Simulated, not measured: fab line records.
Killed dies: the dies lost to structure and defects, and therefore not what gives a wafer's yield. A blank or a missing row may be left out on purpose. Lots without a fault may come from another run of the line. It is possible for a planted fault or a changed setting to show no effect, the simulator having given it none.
fab line records	flow n5_finfet
record: lots: 10	wafers: 30	last_day: 19
route steps=1938 shown BEOL_M4@1085 PASSIVATION@1936
lots with no fault: from the same line, run without faults
start_h: start of the lot's first displayed wafer, in hours after the record's first day	wait_h: hours since the lot's step before	" identical to the entry in the row above	L1.1+2: a row that stands for several wafers	- value missing, or start not given	* or withheld: withheld	< > ~ a bound
route shown NAME@n: a module of which the file shows steps, and the number in the route of the first	usual: mean/standard deviation of fault-free wafers	same: alike in all rows	chamber/n: place in a boat	sites: per-site readings	_std_site: the values' standard deviation	_edge_site: outer sites' mean less inner sites'	radius_mm: how far each site lies from the wafer's centre	mask NAME#n: copy n	behind: tool/chamber where the wafer was last shaped	hold: cause of the lot's hold/its duration in hours/its outcome	device: which transistor (n, p or np) failed to switch	end of line: tests run on the same wafers once the route is complete	for a step that has no rows: nothing shown but its recipe	killed: dies lost to structure and defects at the first sort, not the wafer's yield	map: a wafer's dies, marking killed ones x, the rest . and places with no die _
set.NAME: the setting that was run; set.NAME@STEP: the one run at that earlier step	model.NAME: the simulator's own value behind a step, which no gauge read
steps of the route over a sample of lots; a table a step, a row a wafer
services: from which hour (start_h, from the record's first day; less than 0 if before it) a tool's chamber was out of use, for how many hours, and why
== steps ==
step: N5_BEOL_M4_ANNEAL_49
recipe: temp_c: 400	time_s: 240	ambient: vacuum
usual: heater_power_w: 804/61
lot.wafer	tool	chamber	start_h	wait_h	heater_power_w
L412.1	pvd_sputter-03	-	163.41	0.0	883
L412.4	"	-	"	"	836
L412.6	"	-	"	"	674
L417.1	pvd_sputter-02	-	189.09	0.0	831
L417.4	"	-	"	"	771
L417.6	"	-	"	"	825
L420.3	pvd_sputter-01	-	207.04	0.0	807
L420.4	"	-	"	"	900
L420.6	"	-	"	"	765
L425.1	pvd_sputter-02	-	241.99	0.0	830
L425.2	"	-	"	"	778
L425.5	"	-	"	"	781
L427.1	pvd_sputter-02	-	252.50	0.0	835
L427.4	"	-	"	"	782
L427.6	"	-	"	"	854
L428.1	pvd_sputter-03	-	252.79	0.0	679
L428.5	"	-	"	"	832
L428.6	"	-	"	"	668
L431.2	pvd_sputter-01	-	279.67	0.0	745
L431.4	"	-	"	"	819
L431.6	"	-	"	"	840
L432.4	pvd_sputter-03	-	301.83	0.0	778
L432.5	"	-	"	"	893
L432.6	"	-	"	"	864
L435.1	pvd_sputter-03	-	325.96	0.0	672
L435.3	"	-	"	"	864
L435.6	"	-	"	"	879
L434.1	pvd_sputter-02	-	338.87	0.0	846
L434.3	"	-	"	"	846
L434.4	"	-	"	"	759
step: N5_BEOL_M4_ANNEAL_80
recipe: temp_c: 400	time_s: 240	ambient: vacuum
usual: heater_power_w: 803/63
lot.wafer	tool	chamber	start_h	wait_h	heater_power_w
L412.1	pvd_sputter-03	-	163.63	0.0	906
L412.4	"	-	"	"	841
L412.6	"	-	"	"	655
L417.1	pvd_sputter-02	-	189.31	0.0	831
L417.4	"	-	"	"	755
L417.6	"	-	"	"	832
L420.3	pvd_sputter-01	-	207.26	0.0	804
L420.4	"	-	"	"	902
L420.6	"	-	"	"	739
L425.1	pvd_sputter-02	-	242.21	0.0	841
L425.2	"	-	"	"	782
L425.5	"	-	"	"	746
L427.1	pvd_sputter-02	-	252.72	0.0	804
L427.4	"	-	"	"	756
L427.6	"	-	"	"	868
L428.1	pvd_sputter-03	-	253.01	0.0	682
L428.5	"	-	"	"	843
L428.6	"	-	"	"	685
L431.2	pvd_sputter-01	-	279.89	0.0	757
L431.4	"	-	"	"	823
L431.6	"	-	"	"	814
L432.4	pvd_sputter-03	-	302.05	0.0	796
L432.5	"	-	"	"	884
L432.6	"	-	"	"	850
L435.1	pvd_sputter-03	-	326.18	0.0	678
L435.3	"	-	"	"	841
L435.6	"	-	"	"	910
L434.1	pvd_sputter-02	-	339.09	0.0	835
L434.3	"	-	"	"	828
L434.4	"	-	"	"	775
step: N5_BEOL_M4_SPUTTER_81
recipe: material: Cu	target_thk_a: 45	temp_c: -20	chamber_pressure_pa: 0.07	power_w: withheld	time_s: 8.29
usual: chuck_gas_flow_sccm: 1.26/0.05	throttle_valve_pct: 29.5/1.2
lot.wafer	tool	chamber	start_h	wait_h	chuck_gas_flow_sccm	throttle_valve_pct
L412.1	pvd_sputter-03	-	163.77	0.1	1.31	29.0
L412.4	"	-	"	"	1.20	30.5
L412.6	"	-	"	"	1.29	27.6
L417.1	pvd_sputter-02	-	189.45	0.1	1.28	29.8
L417.4	"	-	"	"	1.37	29.8
L417.6	"	-	"	"	1.24	29.9
L420.3	pvd_sputter-01	-	207.40	0.1	1.23	31.6
L420.4	"	-	"	"	1.21	29.7
L420.6	"	-	"	"	1.24	28.4
L425.1	pvd_sputter-02	-	242.35	0.1	1.33	29.8
L425.2	"	-	"	"	1.37	31.4
L425.5	"	-	"	"	1.26	29.4
L427.1	pvd_sputter-02	-	252.86	0.1	1.30	30.0
L427.4	"	-	"	"	1.26	29.5
L427.6	"	-	"	"	1.17	29.9
L428.1	pvd_sputter-03	-	253.15	0.1	1.35	27.6
L428.5	"	-	"	"	1.32	31.1
L428.6	"	-	"	"	1.25	27.4
L431.2	pvd_sputter-01	-	280.03	0.1	1.21	29.2
L431.4	"	-	"	"	1.32	31.6
L431.6	"	-	"	"	1.27	31.5
L432.4	pvd_sputter-03	-	302.19	0.1	1.23	27.9
L432.5	"	-	"	"	1.28	29.0
L432.6	"	-	"	"	1.20	30.7
L435.1	pvd_sputter-03	-	326.32	0.1	1.26	27.3
L435.3	"	-	"	"	1.21	30.8
L435.6	"	-	"	"	1.29	28.9
L434.1	pvd_sputter-02	-	339.23	0.1	1.27	29.8
L434.3	"	-	"	"	1.16	30.1
L434.4	"	-	"	"	1.33	31.3
step: N5_BEOL_M4_ECD_50
recipe: material: Cu	target_thk_a: 3000
lot.wafer	tool	chamber	start_h	wait_h
L412.1+4+6	ecd_cu-01	0,0,1	165.21	0.1
L417.1+4+6	ecd_cu-02	1,1,0	190.89	0.1
L420.3+4+6	ecd_cu-02	0,1,0	208.85	0.1
L425.1+2+5	ecd_cu-01	0,1,0	243.78	0.1
L427.1+4+6	ecd_cu-02	1	254.30	0.1
L428.1+5+6	ecd_cu-01	0,1,0	254.59	0.1
L431.2+4+6	ecd_cu-01	0,0,1	281.47	0.1
L432.4+5+6	ecd_cu-01	0,1,0	303.65	0.1
L435.1+3+6	ecd_cu-02	0,1,0	327.76	0.1
L434.1+3+4	ecd_cu-01	1,1,0	340.66	0.1
step: N5_BEOL_M4_CMP_52
recipe: stop_on: SiOC	t_overpolish_s: 6.8	down_force_psi: 1	platen_rpm: 50	clearing_platen_down_force_psi: 1.5	clearing_platen_rpm: 50	post_cmp_clean: cu_alkaline	target_thk_nm: 40	clearing_platen_pad_velocity_m_s: 0.99484	pad_velocity_m_s: 0.99484
usual: edge_zone_pressure_frac: 1.000/0.0051	head_pressure_psi: 0.9998/0.0022	motor_current_A: 6.0/0.72	time_to_endpoint_s: 63/3.2
lot.wafer	tool	chamber	start_h	wait_h	edge_zone_pressure_frac	head_pressure_psi	motor_current_A	time_to_endpoint_s
L412.4	cmp-01	1	165.58	0.1	1.001	0.9974	5.2	65
L412.1	"	3	"	"	0.994	0.9945	6.2	62
L412.6	"	2	"	"	1.008	0.9973	6.4	66
L417.1	cmp-03	1	191.30	0.3	1.007	1.0023	5.2	62
L417.4	"	3	"	"	0.994	0.9987	5.3	59
L417.6	"	0	"	"	1.004	1.0014	6.2	58
L420.4	cmp-03	0	209.21	0.1	1.005	0.9984	6.0	56
L420.3	"	1	"	"	1.001	0.9968	5.2	61
L420.6	"	1	"	"	0.998	0.9952	4.9	62
L425.1	cmp-04	2	244.18	0.3	1.002	0.9980	6.2	60
L425.2	"	1	"	"	1.002	1.0020	5.3	63
L425.5	"	3	"	"	1.008	1.0002	7.5	65
L427.1	cmp-01	0	254.72	0.3	0.997	1.0034	5.8	111
L427.4	"	2	"	"	1.001	1.0025	6.5	62
L427.6	"	3	"	"	0.993	0.9997	6.2	61
L428.1	cmp-03	2	255.06	0.3	1.015	1.0001	6.0	70
L428.6	"	0	"	"	1.000	0.9987	6.6	56
L428.5	"	1	"	"	1.004	1.0002	5.3	62
L431.2	cmp-04	2	282.15	0.4	1.009	1.0004	6.4	63
L431.4	"	3	"	"	1.005	0.9982	8.0	65
L431.6	"	2	"	"	1.007	1.0009	6.3	61
L432.4	cmp-03	2	304.01	0.1	0.990	0.9989	5.5	68
L432.5	"	2	"	"	0.989	0.9986	5.6	67
L432.6	"	3	"	"	1.001	1.0009	5.5	64
L435.3	cmp-01	1	328.34	0.2	0.996	1.0013	5.1	60
L435.1	"	3	"	"	1.001	0.9990	5.9	60
L435.6	"	0	"	"	1.005	1.0006	5.7	67
L434.3	cmp-04	0	341.04	0.2	1.005	1.0004	6.2	64
L434.4	"	1	"	"	1.005	0.9987	6.0	60
L434.1	"	2	"	"	1.004	1.0000	6.8	65
step: N5_BEOL_M4_RC_MEAS_101
usual: DIBL_N: 36.1/1.6	DIBL_P: 35.7/1.8	IOFF_N: 0.159/0.027	IOFF_P: 0.21/0.03	ION_N: 673/10	ION_P: 462/7.4	SS_N: 71.4/0.56	SS_P: 73.2/0.61	VT_N: 249.7/3	VT_P: -250/3.1
lot.wafer	tool	chamber	start_h	wait_h	DIBL_N[mV/V]	DIBL_P[mV/V]	IOFF_N[nA/um]	IOFF_P[nA/um]	ION_N[uA/um]	ION_P[uA/um]	SS_N[mV/dec]	SS_P[mV/dec]	VT_N[mV]	VT_P[mV]
L412.1	prober-01	0	166.24	0.0	33.2	33.2	0.118	0.19	664	460	70.7	72.6	253.6	-248
L412.4	"	0	"	"	34.0	35.0	0.134	0.22	661	466	71.5	73.1	251.4	-249
L412.6	"	0	"	"	32.9	32.9	0.122	0.19	661	459	71.3	72.2	250.9	-250
L417.1	prober-02	0	191.87	0.0	36.4	34.9	0.162	0.20	671	463	71.4	72.7	250.1	-250
L417.4	"	0	"	"	37.0	35.9	0.170	0.22	678	467	71.6	73.7	246.8	-248
L417.6	"	0	"	"	36.4	35.9	0.167	0.23	676	469	71.2	73.8	247.0	-247
L420.3	prober-01	0	210.14	0.3	35.6	34.9	0.137	0.18	654	451	71.5	72.7	255.4	-251
L420.4	"	0	"	"	36.1	36.6	0.155	0.22	670	462	70.7	72.8	249.0	-249
L420.6	"	0	"	"	34.8	35.5	0.139	0.20	670	466	70.8	73.3	249.9	-250
L425.1	prober-02	0	244.78	0.0	36.8	38.0	0.164	0.26	664	462	71.3	73.9	248.3	-246
L425.2	"	0	"	"	35.7	36.2	0.139	0.22	675	471	71.6	72.9	252.3	-250
L425.5	"	0	"	"	36.5	37.4	0.158	0.25	678	469	70.7	74.2	249.6	-245
L427.1	prober-01	0	255.28	0.0	39.8	39.4	0.213	0.26	686	463	72.4	75.0	248.3	-249
L427.4	"	0	"	"	38.1	36.4	0.185	0.20	687	461	71.5	73.2	247.3	-253
L427.6	"	0	"	"	38.0	36.1	0.174	0.19	683	456	71.9	73.5	248.9	-253
L428.1	prober-02	0	255.59	0.0	36.1	36.2	0.161	0.22	682	473	72.0	72.8	248.9	-245
L428.5	"	0	"	"	35.4	35.9	0.151	0.22	681	466	71.7	73.7	250.4	-246
L428.6	"	0	"	"	37.2	38.5	0.198	0.26	694	471	71.3	72.9	244.0	-246
L431.2	prober-02	0	282.93	0.2	37.5	34.8	0.156	0.19	660	450	71.6	73.1	251.8	-251
L431.4	"	0	"	"	34.7	31.6	0.118	0.15	643	447	71.4	72.4	254.1	-255
L431.6	"	0	"	"	36.6	34.2	0.154	0.19	677	460	70.9	73.1	250.6	-256
L432.4	prober-01	0	305.14	0.5	34.9	34.5	0.122	0.17	666	455	71.1	73.3	253.6	-252
L432.5	"	0	"	"	35.7	36.9	0.148	0.21	683	467	70.8	73.6	250.6	-250
L432.6	"	0	"	"	36.4	37.7	0.163	0.21	683	465	71.6	73.8	250.1	-251
L435.1	prober-02	0	328.91	0.0	34.9	33.0	0.124	0.19	667	465	70.6	72.9	250.1	-249
L435.3	"	0	"	"	40.0	39.2	0.210	0.30	684	473	71.4	75.1	246.3	-246
L435.6	"	0	"	"	37.2	35.1	0.147	0.23	675	478	70.6	73.6	249.8	-248
L434.1	prober-01	0	341.71	0.0	35.2	34.8	0.156	0.22	662	460	71.1	73.1	247.2	-244
L434.3	"	0	"	"	34.7	33.7	0.139	0.20	670	468	70.9	72.1	251.6	-245
L434.4	"	0	"	"	36.7	36.9	0.201	0.26	694	482	71.0	73.1	243.3	-242
step: N5_PASSIVATION_PROBE_49
usual: defect_limited_yield: 91.0/1.3	killed_at_M0_to_M3: 33/10	killed_at_M4_up: 14/5.6	killed_at_contacts: 12/5.8	killed_at_front_end: 43/11	killed_at_other: 4.1/2.8	killed_dies: 106/15	killed_open: 70/12	killed_short: 34/7.5	sort_bin_5_function: 5.3/0.88	sort_bin_6_memory: 3.3/0.64	sort_n_pass: 1074/15	sort_yield_pct: 91.0/1.3
same: gross_dies: 1180	killed_at_back_side: 0	sort_bin_4_leakage[%]: 0	sort_bin_8_speed[%]: 0
lot.wafer	tool	chamber	start_h	wait_h	defect_limited_yield[%]	killed_at_M0_to_M3	killed_at_M4_up	killed_at_contacts	killed_at_front_end	killed_at_other	killed_dies	killed_open	killed_short	sort_bin_5_function[%]	sort_bin_6_memory[%]	sort_n_pass	sort_yield_pct[%]
L427.1	prober-01	-	356.70	0.0	91.7	26	12	4	52	4	98	62	35	5.5	2.6	1082	91.7
L427.4	prober-01	-	356.85	0.2	90.1	43	24	1	47	2	117	69	42	6.0	3.1	1063	90.1
L427.6	prober-01	-	356.95	0.3	91.8	39	13	7	36	2	97	67	24	5.1	2.9	1083	91.8
L425.1	prober-02	-	357.25	0.0	92.3	31	18	4	36	2	91	59	26	4.5	3.1	1089	92.3
L425.2	prober-02	-	357.30	0.1	90.7	43	18	5	41	3	110	73	34	5.3	3.8	1070	90.7
L425.5	prober-02	-	357.45	0.2	91.9	35	16	7	33	5	96	59	37	5.5	2.2	1084	91.9
L431.2	prober-02	-	380.21	0.1	91.9	40	6	13	34	2	95	61	30	4.9	2.5	1085	91.9
L431.4	prober-02	-	380.31	0.2	93.3	21	8	19	26	5	79	60	19	3.2	3.3	1101	93.3
L431.6	prober-02	-	380.41	0.3	92.2	33	6	22	31	0	92	59	30	4.7	2.6	1088	92.2
L432.4	prober-02	-	407.32	0.2	90.4	51	9	6	43	4	113	63	49	5.3	4.0	1067	90.4
L432.5	prober-02	-	407.37	0.2	89.9	42	24	7	42	4	119	82	37	6.7	3.1	1061	89.9
L432.6	prober-02	-	407.42	0.3	91.4	32	14	9	45	2	102	68	33	5.7	2.8	1078	91.4
L435.1	prober-01	-	426.49	0.0	88.4	45	12	14	63	3	137	84	45	6.4	4.3	1043	88.4
L435.3	prober-01	-	426.59	0.1	91.1	25	9	15	56	0	105	71	32	5.0	3.6	1075	91.1
L435.6	prober-01	-	426.74	0.3	89.2	33	15	11	66	2	127	98	27	6.6	3.9	1053	89.2
killed by level:class
L427.1 FIN_SAQP:geometric_particle:open=12 STI_FIN_REVEAL:geometric_particle:open=12 FIN_SAQP:geometric_particle:short=10 STI_FIN_REVEAL:geometric_particle:short=7 BEOL_M1:geometric_particle:open=5 BEOL_M0_SAQP:geometric_particle:open=4 BEOL_M0:geometric_particle:open=4 BEOL_M1:geometric_particle:short=4
L427.4 BEOL_M4:geometric_particle:open=12 BEOL_M3:geometric_particle:open=11 STI_FIN_REVEAL:geometric_particle:open=9 FIN_SAQP:geometric_particle:short=8 BEOL_M0_SAQP:geometric_particle:short=7 BEOL_M0_SAQP:geometric_particle:open=7 BEOL_M1:geometric_particle:open=6 BEOL_M4:geometric_particle:short=5
L427.6 DUMMY_GATE:geometric_particle:open=9 BEOL_M1:geometric_particle:open=9 BEOL_M3:geometric_particle:open=8 FIN_SAQP:geometric_particle:open=7 STI_FIN_REVEAL:geometric_particle:open=7 MOL_CONTACT_COAG:geometric_particle:open=6 BEOL_M0_SAQP:geometric_particle:open=6 BEOL_M0_SAQP:geometric_particle:short=4
L425.1 BEOL_M4:geometric_particle:open=11 STI_FIN_REVEAL:geometric_particle:open=8 BEOL_M0_SAQP:geometric_particle:short=8 BEOL_M0_SAQP:geometric_particle:open=6 BEOL_M2:geometric_particle:open=5 FIN_SAQP:geometric_particle:short=4 MOL_CONTACT_COAG:geometric_particle:open=4 BEOL_M3:geometric_particle:open=4
L425.2 BEOL_M4:geometric_particle:open=12 BEOL_M3:geometric_particle:open=11 STI_FIN_REVEAL:geometric_particle:open=10 FIN_SAQP:geometric_particle:short=9 BEOL_M0_SAQP:geometric_particle:short=7 BEOL_M0_SAQP:geometric_particle:open=7 BEOL_M1:geometric_particle:open=7 MOL_CONTACT_COAG:geometric_particle:open=5
L425.5 BEOL_M4:geometric_particle:open=12 BEOL_M0_SAQP:geometric_particle:short=11 STI_FIN_REVEAL:geometric_particle:open=10 BEOL_M0_SAQP:geometric_particle:open=10 MOL_CONTACT_COAG:geometric_particle:open=5 STI_FIN_REVEAL:geometric_particle:short=4 BEOL_M2:geometric_particle:open=4 STARTING-WAFER:geometric_particle:short=4
L431.2 MOL_CONTACT_COAG:geometric_particle:open=12 STI_FIN_REVEAL:geometric_particle:open=11 BEOL_M0_SAQP:geometric_particle:short=10 FIN_SAQP:geometric_particle:short=9 BEOL_M0_SAQP:geometric_particle:open=8 BEOL_M1:geometric_particle:open=8 BEOL_M3:geometric_particle:open=7 GATE_CUT:geometric_particle:short=3
L431.4 MOL_CONTACT_COAG:geometric_particle:open=16 BEOL_M3:geometric_particle:open=7 BEOL_M0_SAQP:geometric_particle:open=5 FIN_SAQP:geometric_particle:open=4 STI_FIN_REVEAL:geometric_particle:open=4 DUMMY_GATE:geometric_particle:open=4 BEOL_M1:geometric_particle:open=4 DUMMY_GATE:geometric_particle:short=3
L431.6 MOL_CONTACT_COAG:geometric_particle:open=18 BEOL_M0_SAQP:geometric_particle:open=10 BEOL_M0_SAQP:geometric_particle:short=6 STI_FIN_REVEAL:geometric_particle:open=5 MOL_CONTACT_COAG:geometric_particle:short=4 BEOL_M1:geometric_particle:open=4 BEOL_M3:geometric_particle:open=4 BEOL_M4:geometric_particle:open=4
L432.4 BEOL_M0_SAQP:geometric_particle:short=20 FIN_SAQP:geometric_particle:short=14 STI_FIN_REVEAL:geometric_particle:open=10 BEOL_M1:geometric_particle:open=9 FIN_SAQP:geometric_particle:open=8 BEOL_M0_SAQP:geometric_particle:open=7 BEOL_M2:geometric_particle:open=6 BEOL_M3:geometric_particle:open=6
L432.5 BEOL_M4:geometric_particle:open=16 BEOL_M0_SAQP:geometric_particle:short=10 BEOL_M2:geometric_particle:open=9 FIN_SAQP:geometric_particle:open=8 BEOL_M1:geometric_particle:open=8 MOL_CONTACT_COAG:geometric_particle:open=7 FIN_SAQP:geometric_particle:short=6 DUMMY_GATE:geometric_particle:open=6
L432.6 STI_FIN_REVEAL:geometric_particle:open=17 MOL_CONTACT_COAG:geometric_particle:open=9 BEOL_M0_SAQP:geometric_particle:short=9 BEOL_M3:geometric_particle:open=8 FIN_SAQP:geometric_particle:short=7 FIN_SAQP:geometric_particle:open=7 BEOL_M0_SAQP:geometric_particle:open=6 BEOL_M4:geometric_particle:open=6
L435.1 FIN_SAQP:geometric_particle:open=14 FIN_SAQP:geometric_particle:short=12 BEOL_M3:geometric_particle:open=12 STI_FIN_REVEAL:geometric_particle:open=12 BEOL_M0_SAQP:geometric_particle:open=9 MOL_CONTACT_COAG:geometric_particle:open=9 GATE_CUT:geometric_particle:open=7 BEOL_M0_SAQP:geometric_particle:short=6
L435.3 STI_FIN_REVEAL:geometric_particle:open=13 MOL_CONTACT_COAG:geometric_particle:open=11 FIN_SAQP:geometric_particle:open=10 GATE_CUT:geometric_particle:short=8 DUMMY_GATE:geometric_particle:open=7 BEOL_M3:geometric_particle:open=6 FIN_SAQP:geometric_particle:short=4 MOL_CONTACT_COAG:geometric_particle:short=4
L435.6 STI_FIN_REVEAL:geometric_particle:open=20 FIN_SAQP:geometric_particle:open=19 MOL_CONTACT_COAG:geometric_particle:open=10 BEOL_M3:geometric_particle:open=10 BEOL_M1:geometric_particle:open=8 GATE_CUT:geometric_particle:short=7 BEOL_M5:geometric_particle:open=6 BEOL_M4:geometric_particle:open=5
== services ==
tool	chamber	start_h	hours	kind
ecd_cu-02	-	151.20	1.1	repair
pvd_sputter-03	-	159.89	2.5	repair
cmp-03	-	171.85	0.3	repair
cmp-04	-	173.75	4.0	pm
cmp-01	-	188.53	14.5	pm
cmp-04	-	194.82	0.4	repair
cmp-03	-	212.39	4.0	pm
cmp-03	-	216.39	-	consumable_replace:conditioner
cmp-03	-	216.39	6.0	pm
cmp-01	-	229.65	3.2	repair
cmp-03	-	236.60	1.6	repair
cmp-01	-	238.96	0.3	repair
cmp-04	-	247.56	1.2	repair
cmp-04	-	255.29	0.5	repair
ecd_cu-01	-	257.24	0.3	repair
cmp-04	-	261.01	0.4	repair
cmp-03	-	273.17	2.1	repair
pvd_sputter-02	-	302.85	7.1	repair
cmp-03	-	303.06	0.2	repair
ecd_cu-02	-	304.28	1.0	repair
cmp-04	-	308.56	6.1	pm
cmp-01	-	320.16	4.0	pm
pvd_sputter-01	-	320.59	12.8	repair
cmp-01	-	328.86	4.3	repair
== key ==
first_sign: step: N5_BEOL_M4_CMP_52	reading: time_to_endpoint_s	direction: up	sigmas: 15	usual: *	struck: *
effect none on later readings
met_at N5_BEOL_M4_ECD_50
struck_lots L427
struck_wafers L427.1
not_acting_at N5_BEOL_M4_ANNEAL_49,N5_BEOL_M4_ANNEAL_80,N5_BEOL_M4_SPUTTER_81
onset_between 208.85 254.30
fault: kind: process_parameter_drift	tool: ecd_cu-02	chamber: -	onset_h: 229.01	steps: N5_BEOL_M4_ECD_50	channel: target_thk_a	offset: *	shape: step	end_h: 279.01	scope: struck_wafers_only	acts_in: *	stated: *
